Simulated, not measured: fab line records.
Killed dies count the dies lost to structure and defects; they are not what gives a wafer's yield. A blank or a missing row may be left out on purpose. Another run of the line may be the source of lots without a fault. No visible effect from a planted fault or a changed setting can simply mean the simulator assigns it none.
fab line records	flow n5-finfet
record: lots: 7	wafers: 21
route steps=1938 shown ZERO_LAYER@9 FIN_SAQP@108 FIN_CUT@155 DUMMY_GATE@225 SD_EPI_N@279 SD_EPI_P@321
start-h: hours from the record's opening day to when the first of the lot's shown wafers began	wait-h: how many hours have passed since the lot's step before this one	" identical to the entry in the row above	L1.1+2: a single row standing in for several wafers	- either no value or no given start	* or withheld: withheld	< > ~ a bound
route shown NAME@n: names a module that has steps shown in the file, with the first one's number in the route	usual: mean and standard deviation over wafers with no fault	same: alike in all rows	chamber/n: place in a boat	sites: per-site readings	_std_site: standard deviation across them	_edge_site: the outer-site mean with the inner-site mean subtracted	radius-mm: how far each site lies from the wafer's centre	mask NAME#n: copy n	behind: the most recent tool/chamber to have shaped the wafer	hold: why the lot went on hold/how many hours it stayed there/how the hold came to an end	device: which transistor (n, p or np) failed to switch	end of line: tests of these same wafers at the route's end	for a step that has no rows: nothing shown but its recipe	killed: at the first sort, the dies lost to defects and structure; wafer yield is something else	map: shows each die of a wafer: x if killed, . if not, _ if none is there
set.NAME: the setting that was run; set.NAME@STEP: the one run at that earlier step	model.NAME: the simulator's own value behind a step, which no gauge read
lots with deliberately changed settings; one table per step, one row per wafer
== steps ==
step: N5_ZERO_LAYER_EXPOSE_08
recipe: mask-id: ZERO	na: 0.55	source-shape: conventional	sigma-outer: 0.8	polarization: unpolarized	defocus-nm: 0	target-cd-nm: 2000	dose-mj: 16.2
lot.wafer	tool	chamber	start-h	wait-h	mask	set.dose-mj
L076.1+5+6	krf-scanner-01	0	24.61	-	ZERO#0	16.2
L077.2+4+6	krf-scanner-01	0	30.49	-	ZERO#0	16.2
L079.2+3	krf-scanner-01	0	42.51	-	ZERO#0	16.2
L079.4	"	0	"	"	ZERO#0	15.53
L085.2+3	krf-scanner-02	0	78.47	-	ZERO#0	17.21
L085.4	"	0	"	"	ZERO#0	16.2
L086.2+4+6	krf-scanner-02	0	84.49	-	ZERO#0	16.2
L088.2+5+6	krf-scanner-01	0	96.47	-	ZERO#0	16.2
L096.1+2	krf-scanner-01	0	144.47	-	ZERO#0	16.2
L096.4	"	0	"	"	ZERO#0	16.72
step: N5_ZERO_LAYER_PEB_09
recipe: peb-temp-c: withheld	peb-time-s: *
step: N5_ZERO_LAYER_DEVELOP_10
recipe: develop-time-s: 60	rinse-liquid: diw	dry: air-spin	dev-temp-c: 21
step: N5_ZERO_LAYER_HARDBAKE_23
recipe: temp-c: 130	time-s: 120
step: N5_ZERO_LAYER_CD_MEAS_11
recipe: target-cd-nm: 2000	landing-energy-ev: 500	detector: se-inlens
usual: cd-nm: 1999.8/2.2
lot.wafer	tool	chamber	start-h	wait-h	set.dose-mj@ZERO_LAYER_EXPOSE_08	cd-nm
L076.1	cd-sem-01	0	24.79	-	16.2	2000.9
L076.5	"	0	"	"	16.2	2001.7
L076.6	"	0	"	"	16.2	1997.9
L077.2	cd-sem-03	0	30.66	-	16.2	1997.3
L077.4	"	0	"	"	16.2	1997.7
L077.6	"	0	"	"	16.2	1999.1
L079.2	cd-sem-03	0	42.69	-	16.2	1996.2
L079.3	"	0	"	"	16.2	1996.0
L079.4	"	0	"	"	15.53	1991.7
L085.2	cd-sem-03	0	78.64	-	17.21	2015.8
L085.3	"	0	"	"	17.21	2012.1
L085.4	"	0	"	"	16.2	2001.8
L086.2	cd-sem-03	0	84.66	-	16.2	2001.4
L086.4	"	0	"	"	16.2	2000.0
L086.6	"	0	"	"	16.2	1999.5
L088.2	cd-sem-03	0	96.64	-	16.2	2003.0
L088.5	"	0	"	"	16.2	1999.4
L088.6	"	0	"	"	16.2	2000.8
L096.1	cd-sem-02	0	144.64	-	16.2	1998.8
L096.2	"	0	"	"	16.2	1998.5
L096.4	"	0	"	"	16.72	2009.9
step: N5_ZERO_LAYER_DESCUM_16
recipe: chemistry: O2	time-s: 7.9	source-power-w: 50	bias-power-w: 20	pressure-mtorr: 20	rf-frequency-hz: 2.712e+07	temp-c: 40	o2-flow-sccm: 225
lot.wafer	tool	chamber	start-h	wait-h	set.time-s	set.dose-mj@ZERO_LAYER_EXPOSE_08	model.ZERO_LAYER.cd-nm
L076.1	rie-diel-04	0	24.83	0.0	7.9	16.2	2001
L076.5	"	3	"	"	7.9	16.2	2002
L076.6	"	0	"	"	7.9	16.2	1998
L077.2	rie-diel-05	1	30.70	0.0	7.9	16.2	1997
L077.4	"	0	"	"	7.9	16.2	1998
L077.6	"	3	"	"	7.9	16.2	1999
L079.2	rie-diel-01	1	43.18	0.5	7.9	16.2	1996
L079.3	"	0	"	"	7.399	16.2	1996
L079.4	"	3	"	"	7.399	15.53	1992
L085.2	rie-diel-05	1	78.68	0.0	7.9	17.21	2016
L085.3	"	2	"	"	7.9	17.21	2012
L085.4	"	0	"	"	7.9	16.2	2002
L086.2	rie-diel-05	2	84.70	0.0	7.9	16.2	2001
L086.4	"	1	"	"	7.9	16.2	2000
L086.6	"	1	"	"	7.9	16.2	1999
L088.2	rie-diel-04	2	96.68	0.0	7.9	16.2	2003
L088.5	"	0	"	"	9.33	16.2	2000
L088.6	"	3	"	"	7.9	16.2	2001
L096.1	rie-diel-01	1	144.68	0.0	7.9	16.2	1999
L096.2	"	2	"	"	7.9	16.2	1998
L096.4	"	2	"	"	7.9	16.72	2010
step: N5_FIN_SAQP_EXPOSE_13
recipe: mask-id: FIN_CORE	na: 1.35	source-shape: dipole	sigma-inner: 0.538	sigma-outer: 0.738	polarization: te	target-cd-nm: 35.6	dose-mj: 63.25
lot.wafer	tool	chamber	start-h	wait-h	mask	set.dose-mj
L076.1+6	arfi-scanner-03	0	33.76	-	FIN_CORE#0	63.25
L076.5	"	0	"	"	FIN_CORE#0	59.27
L077.2	arfi-scanner-02	0	40.08	-	FIN_CORE#0	67.27
L077.4+6	"	0	"	"	FIN_CORE#0	63.25
L079.2+3+4	arfi-scanner-01	0	52.19	-	FIN_CORE#0	63.25
L085.2+4	arfi-scanner-03	0	87.19	-	FIN_CORE#0	63.25
L085.3	"	0	"	"	FIN_CORE#0	61.41
L086.2+4+6	arfi-scanner-03	0	92.88	-	FIN_CORE#0	63.25
L088.2+5+6	arfi-scanner-01	0	105.15	-	FIN_CORE#0	63.25
L096.1	arfi-scanner-01	0	153.26	-	FIN_CORE#0	58.85
L096.2+4	"	0	"	"	FIN_CORE#0	63.25
step: N5_FIN_SAQP_PEB_14
recipe: peb-temp-c: withheld	peb-time-s: 60	resist: CAR-ArF
step: N5_FIN_SAQP_DEVELOP_15
recipe: develop-time-s: 30	developer: TMAH	resist: CAR-ArF	dev-temp-c: 23	rinse-liquid: diw	dry: air-spin
step: N5_FIN_SAQP_CD_MEAS_16
recipe: target-cd-nm: 35.6	landing-energy-ev: 500	detector: se-inlens
usual: cd-nm: 35.5/0.32
lot.wafer	tool	chamber	start-h	wait-h	set.dose-mj@FIN_SAQP_EXPOSE_13	cd-nm
L076.1	cd-sem-01	0	33.89	-	63.25	35.7
L076.5	"	0	"	"	59.27	37.5
L076.6	"	0	"	"	63.25	36.0
L077.2	cd-sem-01	0	40.20	-	67.27	33.8
L077.4	"	0	"	"	63.25	35.3
L077.6	"	0	"	"	63.25	35.6
L079.2	cd-sem-01	0	52.32	-	63.25	35.2
L079.3	"	0	"	"	63.25	35.4
L079.4	"	0	"	"	63.25	35.7
L085.2	cd-sem-02	0	87.32	-	63.25	35.4
L085.3	"	0	"	"	61.41	36.2
L085.4	"	0	"	"	63.25	35.8
L086.2	cd-sem-02	0	93.01	-	63.25	35.5
L086.4	"	0	"	"	63.25	35.2
L086.6	"	0	"	"	63.25	35.1
L088.2	cd-sem-02	0	105.28	-	63.25	35.9
L088.5	"	0	"	"	63.25	35.9
L088.6	"	0	"	"	63.25	35.6
L096.1	cd-sem-02	0	153.38	-	58.85	37.1
L096.2	"	0	"	"	63.25	35.4
L096.4	"	0	"	"	63.25	35.8
step: N5_FIN_SAQP_FIN_ETCH_36
recipe: chemistry: HBr/Cl2/O2	target-depth-a: 1200	mask-material: SiNx	time-s: 50.4	bias-w: 102	pressure-mtorr: 10	icp-w: 800	HBr_flow_sccm: 150	Cl2_flow_sccm: 80	O2_flow_sccm: 12
lot.wafer	tool	chamber	start-h	wait-h	set.icp-w	model.etch.depth-nm	model.FIN_SAQP.feature-depth-nm
L076.1+5	rie-si-06	1	37.97	0.0	800	120.5	120.6
L076.6	"	2	"	"	800	121.3	121.4
L077.2	rie-si-06	0	44.22	0.0	749.1	117.2	117.2
L077.4	"	3	"	"	800	120.6	120.6
L077.6	"	1	"	"	800	120.7	120.8
L079.2	rie-si-05	2	57.43	0.0	800	121.2	121.2
L079.3	"	0	"	"	694.1	112.6	112.6
L079.4	"	1	"	"	694.1	114.7	114.6
L085.2	rie-si-06	2	92.04	0.0	800	122	122
L085.3	"	0	"	"	734.9	117.2	117.2
L085.4	"	3	"	"	800	120.5	120.6
L086.2	rie-si-06	0	100.68	0.0	800	120.3	120.2
L086.4	"	3	"	"	800	121	121
L086.6	"	3	"	"	800	119.8	119.8
L088.2	rie-si-06	3	109.71	0.0	800	119.4	119.4
L088.5	"	1	"	"	800	120.6	120.6
L088.6	"	0	"	"	800	119.7	119.8
L096.1	rie-si-05	0	157.45	0.0	738.8	115.8	115.8
L096.2	"	3	"	"	800	120.2	120.2
L096.4	"	1	"	"	738.8	117.5	117.6
step: N5_FIN_SAQP_PRECLEAN_38
recipe: chemistry: O3/DIW	time-s: 45	temp-c: 22	o3-ppm: 10
step: N5_FIN_SAQP_PRECLEAN_45
recipe: chemistry: dHF	time-s: 10	dilution: 500:1	temp-c: 25
step: N5_FIN_SAQP_SRD_39
recipe: dry: ipa-marangoni	time-s: 30	temp-c: 23	rinse-liquid: diw
step: N5_FIN_SAQP_OCD_MEAS_76
usual: trench-depth-nm: 119.9/1.8
lot.wafer	tool	chamber	start-h	wait-h	set.icp-w@FIN_SAQP_FIN_ETCH_36	trench-depth-nm
L076.1	ocd-01	-	38.19	0.0	800	120.0
L076.5	"	-	"	"	800	120.4
L076.6	"	-	"	"	800	120.8
L077.2	ocd-02	-	44.44	0.0	749.1	116.3
L077.4	"	-	"	"	800	120.8
L077.6	"	-	"	"	800	121.3
L079.2	ocd-01	-	57.65	0.0	800	121.4
L079.3	"	-	"	"	694.1	112.4
L079.4	"	-	"	"	694.1	115.0
L085.2	ocd-01	-	92.27	0.0	800	122.1
L085.3	"	-	"	"	734.9	117.3
L085.4	"	-	"	"	800	120.1
L086.2	ocd-02	-	100.90	0.0	800	120.3
L086.4	"	-	"	"	800	121.2
L086.6	"	-	"	"	800	119.7
L088.2	ocd-01	-	109.93	0.0	800	119.8
L088.5	"	-	"	"	800	120.6
L088.6	"	-	"	"	800	119.9
L096.1	ocd-01	-	157.67	0.0	738.8	116.1
L096.2	"	-	"	"	800	119.8
L096.4	"	-	"	"	738.8	117.1
step: N5_FIN_CUT_COAT_19
recipe: resist: SiARC	temp-c: 220	time-s: 60	spin-rpm: 1500	resist-thk-nm: 20
lot.wafer	tool	chamber	start-h	wait-h	set.spin-rpm	model.SiARC_of_FIN_CUT_COAT_19.thk-nm
L076.1	litho-track-02	0	-	-	1500	20
L076.5+6	"	0	"	"	1577	19.6
L077.2+6	litho-track-02	0	-	-	1545	19.8
L077.4	"	0	"	"	1500	20
L079.2+4	litho-track-01	0	-	-	1621	19.2
L079.3	"	0	"	"	1500	20
L085.2	litho-track-01	0	-	-	1424	20.6
L085.3+4	"	0	"	"	1500	20
L086.2+4+6	litho-track-02	0	-	-	1500	20
L088.2	litho-track-01	0	-	-	1500	20
L088.5	"	0	"	"	1395	20.8
L088.6	"	0	"	"	1395	20.6
L096.1+4	litho-track-03	0	-	-	1448	20.4
L096.2	"	0	"	"	1500	20
step: N5_FIN_CUT_COAT_29
recipe: resist: underlayer	temp-c: 205	time-s: 60	spin-rpm: 1500	resist-thk-nm: 10
step: N5_FIN_CUT_COAT_02
recipe: resist: CAR-EUV	spin-rpm: 1500	resist-thk-nm: 30
step: N5_FIN_CUT_DESCUM_13
recipe: chemistry: O2	time-s: 7	source-power-w: 50	bias-power-w: 20	pressure-mtorr: 20	rf-frequency-hz: 2.712e+07	temp-c: 40	resist: CAR-EUV	o2-flow-sccm: 225
step: N5_FIN_CUT_ETCH_30
recipe: chemistry: N2/H2	target: underlayer	target-depth-a: 130	mask-material: CAR-EUV	time-s: 10.4	ion-energy-ev: 200	pressure-mtorr: 30	source-w: 840	bias-w: 150	n2-flow-sccm: 200	h2-flow-sccm: 200	ends: cleared
step: N5_FIN_CUT_ETCH_20
recipe: chemistry: CF4	target: SiARC	target-depth-a: 260	mask-material: CAR-EUV	time-s: 43.3	ion-energy-ev: 80	pressure-mtorr: 40	source-w: 545	bias-w: 36	Ar_flow_sccm: 100	cf4-flow-sccm: 100	ends: cleared
lot.wafer	tool	chamber	start-h	wait-h	set.spin-rpm@FIN_CUT_COAT_19	model.etch.depth-nm
L076.1	rie-diel-01	2	38.70	0.0	1500	19.95
L076.5+6	"	0,3	"	"	1577	19.53
L077.2	rie-diel-05	0	44.95	0.0	1545	19.72
L077.4	"	1	"	"	1500	19.98
L077.6	"	3	"	"	1545	19.73
L079.2	rie-diel-05	3	58.20	0.0	1621	19.25
L079.3	"	2	"	"	1500	20.03
L079.4	"	0	"	"	1621	19.3
L085.2	rie-diel-01	0	92.78	0.0	1424	20.61
L085.3	"	2	"	"	1500	20.09
L085.4	"	3	"	"	1500	20.07
L086.2	rie-diel-01	2	101.41	0.0	1500	19.91
L086.4+6	"	3,1	"	"	1500	19.95
L088.2	rie-diel-04	1	110.45	0.0	1500	19.99
L088.5	"	3	"	"	1395	20.77
L088.6	"	0	"	"	1395	20.68
L096.1	rie-diel-05	3	158.51	0.0	1448	20.34
L096.2	"	1	"	"	1500	19.95
L096.4	"	2	"	"	1448	20.32
step: N5_DUMMY_GATE_COAT_09
recipe: resist: CAR-EUV	spin-rpm: 1500	resist-thk-nm: 30
lot.wafer	tool	chamber	start-h	wait-h	set.spin-rpm	model.CAR-EUV_of_DUMMY_GATE_COAT_09.thk-nm
L076.1+6	litho-track-03	0	-	-	1369	31.4
L076.5	"	0	"	"	1500	30
L077.2	litho-track-03	0	-	-	1556	29.6
L077.4	"	0	"	"	1556	29.4
L077.6	"	0	"	"	1500	30
L079.2+3+4	litho-track-03	0	-	-	1500	30
L085.2+3	litho-track-03	0	-	-	1500	30
L085.4	"	0	"	"	1500	30.2
L086.2+4+6	litho-track-03	0	-	-	1500	30
L088.2+6	litho-track-04	0	-	-	1500	30.2
L088.5	"	0	"	"	1500	30
L096.1+4	litho-track-04	0	-	-	1500	30
L096.2	"	0	"	"	1500	30.2
step: N5_DUMMY_GATE_EBR_11
recipe: solvent: PGMEA	ebr-width-mm: 1.5
step: N5_DUMMY_GATE_SOFTBAKE_10
recipe: temp-c: 110	time-s: 60	resist: CAR-EUV
step: N5_DUMMY_GATE_EXPOSE_12
recipe: mask-id: GATE	na: 0.33	source-shape: annular	sigma-inner: 0.2	sigma-outer: 0.6	polarization: unpolarized	target-cd-nm: 25	dose-mj: 34
step: N5_DUMMY_GATE_PEB_13
recipe: peb-temp-c: 100	peb-time-s: 60	resist: CAR-EUV
step: N5_DUMMY_GATE_DEVELOP_14
recipe: develop-time-s: 30	developer: TMAH	resist: CAR-EUV	rinse-liquid: surfactant-rinse	dry: air-spin	dev-temp-c: 23
lot.wafer	tool	chamber	start-h	wait-h	set.spin-rpm@DUMMY_GATE_COAT_09	model.CAR-EUV_of_DUMMY_GATE_COAT_09.thk-nm
L076.1	litho-track-05	0	-	-	1369	30.8
L076.5	"	0	"	"	1500	29.6
L076.6	"	0	"	"	1369	31
L077.2+4	litho-track-05	0	-	-	1556	29
L077.6	"	0	"	"	1500	29.6
L079.2+3+4	litho-track-05	0	-	-	1500	29.4
L085.2+3+4	litho-track-04	0	-	-	1500	29.6
L086.2+4+6	litho-track-04	0	-	-	1500	29.6
L088.2	litho-track-04	0	-	-	1500	29.8
L088.5+6	"	0	"	"	1500	29.6
L096.1+2+4	litho-track-04	0	-	-	1500	29.6
step: N5_SD_EPI_N_ETCH_16
recipe: chemistry: CHF3/O2	target: SiO2	target-depth-a: 50	mask-material: SOC	pressure-mtorr: 30	source-w: 650	bias-w: 170	Ar_flow_sccm: 200	CHF3_flow_sccm: 50	O2_flow_sccm: 5	ion-energy-ev: 200
lot.wafer	tool	chamber	start-h	wait-h	set.target-depth-a	model.etch.depth-nm
L076.1	rie-diel-03	0	61.55	0.1	48.37	4.847
L076.5	"	0	"	"	48.37	4.883
L076.6	"	3	"	"	50	4.907
L077.2	rie-diel-06	0	67.22	0.1	50	4.953
L077.4	"	3	"	"	50	4.971
L077.6	"	2	"	"	50	4.96
L079.2	rie-diel-06	1	79.88	0.1	50	4.963
L079.3	"	3	"	"	45.6	4.547
L079.4	"	2	"	"	50	5.01
L085.2	rie-diel-02	1	116.45	0.1	50	4.966
L085.3	"	0	"	"	50	4.815
L085.4	"	3	"	"	50	5.033
L086.2	rie-diel-02	2	125.12	0.1	50	5.061
L086.4	"	3	"	"	50	5.018
L086.6	"	0	"	"	50	4.838
L088.2	rie-diel-02	2	133.08	0.1	55.43	5.592
L088.5	"	2	"	"	55.43	5.649
L088.6	"	3	"	"	50	5.052
L096.1	rie-diel-03	3	179.88	0.1	44.24	4.339
L096.2	"	2	"	"	50	4.883
L096.4	"	0	"	"	44.24	4.447
step: N5_SD_EPI_N_EPI_21
recipe: material: Si:P	dopant: P	temp-c: 680	pressure-torr: 255	time-s: 690
lot.wafer	tool	chamber	start-h	wait-h	set.time-s	model.Si-P_of_SD_EPI_N_EPI_21.thk-nm
L076.1	epi-rpcvd-03	0	62.61	0.1	627.5	54.2
L076.5	"	0	63.73	1.1	690	58.4
L076.6	"	0	"	"	627.5	54.6
L077.2	epi-rpcvd-01	0	68.84	0.5	762.7	62.8
L077.4	"	0	"	"	690	58.8
L077.6	"	0	"	"	690	59.8
L079.2+3	epi-rpcvd-01	0	81.23	0.4	582.7	52.2
L079.4	"	0	"	"	690	58.4
L085.2	epi-rpcvd-03	0	117.79	0.4	690	59.6
L085.3	"	0	"	"	690	58.8
L085.4	"	0	"	"	560.3	50.6
L086.2+6	epi-rpcvd-04	0	126.48	0.4	690	59.2
L086.4	"	0	"	"	690	58.8
L088.2	epi-rpcvd-01	0	134.42	0.4	578.9	52
L088.5	"	0	"	"	690	59.2
L088.6	"	0	"	"	578.9	51.8
L096.1	epi-rpcvd-03	0	181.11	0.2	613.8	54
L096.2	"	0	"	"	690	57.4
L096.4	"	0	"	"	690	58.2
step: N5_SD_EPI_N_EPI_MEAS_23
recipe: mode: xrd
usual: thk-nm: 58.9/1.2
lot.wafer	tool	chamber	start-h	wait-h	set.time-s@SD_EPI_N_EPI_21	thk-nm
L076.1	film-metro-02	-	64.33	1.5	627.5	53.4
L076.5	"	-	"	"	690	58.4
L076.6	"	-	"	"	627.5	55.3
L077.2	film-metro-02	-	70.74	1.5	762.7	63.2
L077.4	"	-	"	"	690	58.3
L077.6	"	-	"	"	690	60.5
L079.2	film-metro-01	-	82.68	1.2	582.7	51.8
L079.3	"	-	"	"	582.7	51.4
L079.4	"	-	"	"	690	57.3
L085.2	film-metro-01	-	119.23	1.2	690	58.4
L085.3	"	-	"	"	690	58.5
L085.4	"	-	"	"	560.3	49.8
L086.2	film-metro-02	-	127.92	1.2	690	58.4
L086.4	"	-	"	"	690	58.2
L086.6	"	-	"	"	690	57.2
L088.2	film-metro-02	-	135.86	1.2	578.9	51.1
L088.5	"	-	"	"	690	59.6
L088.6	"	-	"	"	578.9	52.3
L096.1	film-metro-02	-	183.41	1.9	613.8	55.3
L096.2	"	-	"	"	690	57.1
L096.4	"	-	"	"	690	57.9
step: N5_SD_EPI_P_EPI_21
recipe: material: SiGe:B	dopant: B	temp-c: 550	pressure-torr: 20	ambient: H2	time-s: 355
lot.wafer	tool	chamber	start-h	wait-h	set.time-s	model.SiGe-B_of_SD_EPI_P_EPI_21.thk-nm
L076.1	epi-rpcvd-03	0	67.24	0.2	373.6	62
L076.5	"	0	69.16	2.0	373.6	60.8
L076.6	"	0	"	"	355	61
L077.2+6	epi-rpcvd-03	0	73.64	0.5	302.5	55.2
L077.4	"	0	"	"	355	60.4
L079.2	epi-rpcvd-03	0	85.48	0.5	296.1	54.4
L079.3	"	0	"	"	355	61.2
L079.4	"	0	"	"	355	61.8
L085.2+3	epi-rpcvd-03	0	121.98	0.5	355	60.4
L085.4	"	0	"	"	355	60.2
L086.2	epi-rpcvd-03	0	131.16	0.5	355	61
L086.4	"	0	"	"	355	61.2
L086.6	"	0	"	"	355	61.8
L088.2	epi-rpcvd-03	0	138.53	0.5	380.7	64
L088.5	"	0	139.61	1.5	355	60.8
L088.6	"	0	"	"	355	59.8
L096.1	epi-rpcvd-04	0	186.79	0.1	355	61.6
L096.2	"	0	"	"	355	62.2
L096.4	"	0	"	"	373.8	64.2
== key ==
split: step: N5_ZERO_LAYER_EXPOSE_08	setting: dose-mj	stated: 16.2	by: wafer
response: step: N5_ZERO_LAYER_CD_MEAS_11	reading: cd-nm	change: +1.96	per: 1%	r: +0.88
response: step: N5_ZERO_LAYER_DESCUM_16	reading: model.ZERO_LAYER.cd-nm	change: +1.97	per: 1%	r: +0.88
split: step: N5_ZERO_LAYER_DESCUM_16	setting: time-s	stated: 7.9	by: wafer
response none clear
split: step: N5_FIN_SAQP_EXPOSE_13	setting: dose-mj	stated: 63.25	by: wafer
response: step: N5_FIN_SAQP_CD_MEAS_16	reading: cd-nm	change: -0.24	per: 1%	r: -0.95
split: step: N5_FIN_SAQP_FIN_ETCH_36	setting: icp-w	stated: 800	by: wafer
response: step: N5_FIN_SAQP_FIN_ETCH_36	reading: model.etch.depth-nm	change: +0.536	per: 1%	r: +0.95
response: step: N5_FIN_SAQP_FIN_ETCH_36	reading: model.FIN_SAQP.feature-depth-nm	change: +0.538	per: 1%	r: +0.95
response: step: N5_FIN_SAQP_OCD_MEAS_76	reading: trench-depth-nm	change: +0.551	per: 1%	r: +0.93
split: step: N5_FIN_CUT_COAT_19	setting: spin-rpm	stated: 1500	by: wafer
response: step: N5_FIN_CUT_COAT_19	reading: model.SiARC_of_FIN_CUT_COAT_19.thk-nm	change: -0.0985	per: 1%	r: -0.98
response: step: N5_FIN_CUT_ETCH_20	reading: model.etch.depth-nm	change: -0.0973	per: 1%	r: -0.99
split: step: N5_DUMMY_GATE_COAT_09	setting: spin-rpm	stated: 1500	by: wafer
response: step: N5_DUMMY_GATE_COAT_09	reading: model.CAR-EUV_of_DUMMY_GATE_COAT_09.thk-nm	change: -0.156	per: 1%	r: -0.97
response: step: N5_DUMMY_GATE_DEVELOP_14	reading: model.CAR-EUV_of_DUMMY_GATE_COAT_09.thk-nm	change: -0.151	per: 1%	r: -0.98
split: step: N5_SD_EPI_N_ETCH_16	setting: target-depth-a	stated: 50	by: wafer
response: step: N5_SD_EPI_N_ETCH_16	reading: model.etch.depth-nm	change: +0.0467	per: 1%	r: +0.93
split: step: N5_SD_EPI_N_EPI_21	setting: time-s	stated: 690	by: wafer
response: step: N5_SD_EPI_N_EPI_21	reading: model.Si-P_of_SD_EPI_N_EPI_21.thk-nm	change: +0.42	per: 1%	r: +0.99
response: step: N5_SD_EPI_N_EPI_MEAS_23	reading: thk-nm	change: *	per: 1%	r: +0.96
split: step: N5_SD_EPI_P_EPI_21	setting: time-s	stated: 355	by: wafer
response: step: N5_SD_EPI_P_EPI_21	reading: model.SiGe-B_of_SD_EPI_P_EPI_21.thk-nm	change: +0.392	per: 1%	r: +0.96
